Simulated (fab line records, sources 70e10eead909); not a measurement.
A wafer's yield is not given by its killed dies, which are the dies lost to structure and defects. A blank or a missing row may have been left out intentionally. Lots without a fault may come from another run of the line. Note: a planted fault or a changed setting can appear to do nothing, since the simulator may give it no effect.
Which tool did it? || flow nand-harc || 33 wafers from 11 lots sampled at 4 of the route's 1302 steps

== WHAT THE GAUGES SHOWED, per wafer ==
NHARC_A_BLC_CD_MEAS_10: the cd target is 100 nm.
{"lot": "L075", "measured": "day 24 14:04", "on": "cd-sem-02", "cd-nm (nm)": "100.2 100.0 100.7"}
{"lot": "L079", "measured": "day 24 18:18", "on": "cd-sem-03", "cd-nm (nm)": "100.5 101.6 101.5"}
{"lot": "L080", "measured": "day 25 07:52", "on": "cd-sem-01", "cd-nm (nm)": "100.1 100.6 100.2"}
{"lot": "L081", "measured": "day 26 05:47", "on": "cd-sem-03", "cd-nm (nm)": "99.8 99.7 99.1"}
{"lot": "L084", "measured": "day 27 02:22", "on": "cd-sem-02", "cd-nm (nm)": "100.5 99.5 100.0"}
{"lot": "L086", "measured": "day 28 09:40", "on": "cd-sem-02", "cd-nm (nm)": "100.7 99.0 99.9"}
{"lot": "L089", "measured": "day 28 22:43", "on": "cd-sem-02", "cd-nm (nm)": "99.6 99.8 100.4"}
{"lot": "L090", "measured": "day 29 20:08", "on": "cd-sem-02", "cd-nm (nm)": "99.1 99.5 98.5"}
{"lot": "L092", "measured": "day 30 17:23", "on": "cd-sem-03", "cd-nm (nm)": "99.5 98.9 99.6"}
{"lot": "L095", "measured": "day 31 10:39", "on": "cd-sem-02", "cd-nm (nm)": "100.8 99.8 99.8"}
{"lot": "L097", "measured": "day 32 11:05", "on": "cd-sem-01", "cd-nm (nm)": "99.7 100.0 99.6"}

== EACH LOT AND THE TOOL THAT RAN IT (in order: tool; ch and the chambers of the sampled wafers; start) ==
{"lot": "L075", "NHARC_A_CONTACT_DEP_85": "pecvd-01 ch 0,2, day 24 07:05", "NHARC_A_CONTACT_ETCH_30": "rie-diel-04 ch 0,1,3, day 24 11:34 or earlier", "NHARC_A_CONTACT_ETCH_110": "rie-diel-04 ch 0,1,2, day 24 11:34"}
{"lot": "L079", "NHARC_A_CONTACT_DEP_85": "pecvd-03 ch 1,2, day 24 11:20", "NHARC_A_CONTACT_ETCH_30": "rie-diel-13 ch 1,2,3, day 24 15:38 or earlier", "NHARC_A_CONTACT_ETCH_110": "rie-diel-13 ch 1,2, day 24 15:38"}
{"lot": "L080", "NHARC_A_CONTACT_DEP_85": "pecvd-03 ch 0,1, day 25 00:35", "NHARC_A_CONTACT_ETCH_30": "rie-diel-04 ch 2,3, day 25 05:05 or earlier", "NHARC_A_CONTACT_ETCH_110": "rie-diel-13 ch 0,1,2, day 25 05:05"}
{"lot": "L081", "NHARC_A_CONTACT_DEP_85": "pecvd-03 ch 0,1, day 25 22:10", "NHARC_A_CONTACT_ETCH_30": "rie-diel-13 ch 0,1,3, day 26 03:10 or earlier", "NHARC_A_CONTACT_ETCH_110": "rie-diel-13 ch 0,1,3, day 26 03:10"}
{"lot": "L084", "NHARC_A_CONTACT_DEP_85": "pecvd-02 ch 0,1,2, day 26 19:17", "NHARC_A_CONTACT_ETCH_30": "rie-diel-08 ch 0,1,3, day 26 23:44 or earlier", "NHARC_A_CONTACT_ETCH_110": "rie-diel-04 ch 1,2,3, day 26 23:44"}
{"lot": "L086", "NHARC_A_CONTACT_DEP_85": "pecvd-01 ch 0,1,2, day 28 02:22", "NHARC_A_CONTACT_ETCH_30": "rie-diel-13 ch 0,1,2, day 28 07:08 or earlier", "NHARC_A_CONTACT_ETCH_110": "rie-diel-13 ch 0,2,3, day 28 07:08"}
{"lot": "L089", "NHARC_A_CONTACT_DEP_85": "pecvd-01 ch 0,1,2, day 28 15:54", "NHARC_A_CONTACT_ETCH_30": "rie-diel-13 ch 0,1,2, day 28 20:11 or earlier", "NHARC_A_CONTACT_ETCH_110": "rie-diel-04 ch 0,1,3, day 28 20:11"}
{"lot": "L090", "NHARC_A_CONTACT_DEP_85": "pecvd-02 ch 1,2, day 29 12:46", "NHARC_A_CONTACT_ETCH_30": "rie-diel-08 ch 0,1,2, day 29 17:37 or earlier", "NHARC_A_CONTACT_ETCH_110": "rie-diel-04 ch 1,2, day 29 17:37"}
{"lot": "L092", "NHARC_A_CONTACT_DEP_85": "pecvd-01 ch 0,1,2, day 30 10:08", "NHARC_A_CONTACT_ETCH_30": "rie-diel-04 ch 0,3, day 30 14:42 or earlier", "NHARC_A_CONTACT_ETCH_110": "rie-diel-13 ch 0,1,2, day 30 14:42"}
{"lot": "L095", "NHARC_A_CONTACT_DEP_85": "pecvd-01 ch 0,1,2, day 31 03:30", "NHARC_A_CONTACT_ETCH_30": "rie-diel-04 ch 1,2,3, day 31 07:56 or earlier", "NHARC_A_CONTACT_ETCH_110": "rie-diel-13 ch 0,1,2, day 31 07:56"}
{"lot": "L097", "NHARC_A_CONTACT_DEP_85": "pecvd-01 ch 0,1, day 32 03:25", "NHARC_A_CONTACT_ETCH_30": "rie-diel-13 ch 0,1, day 32 08:26 or earlier", "NHARC_A_CONTACT_ETCH_110": "rie-diel-13 ch 0,1,3, day 32 08:26"}
- NHARC_A_CONTACT_DEP_85: deposits SiON, target thk 60 nm.
- NHARC_A_CONTACT_ETCH_30: etches the open film in CF4/CHF3, target depth 72.6 nm, time 36.3 s.
- NHARC_A_CONTACT_ETCH_110: etches the open film in CF4/O2, target depth 60 nm, overetch 6 nm, time 33 s.

== THE ANSWER, worked out from the rows above alone ==
Rule: what is usual is taken from the lots themselves. The widest of any qualifying gaps counts: lots, ordered by their means at a reading, are off when they make up no more than a third of the lots, leave a main group of 4 or more, and stand apart from it by 3 or more times the standard deviation of that group's means. Not used: any main group whose means are identical at the precision the tables above print for the reading. A lot without any number at a reading at which 4 lots or more have one is off too. All remaining lots with rows at the step are treated as sound.
No lot is off on any of the readings shown, so nothing can be concluded from this.

== WHAT THE SIMULATOR HAD INSERTED ==
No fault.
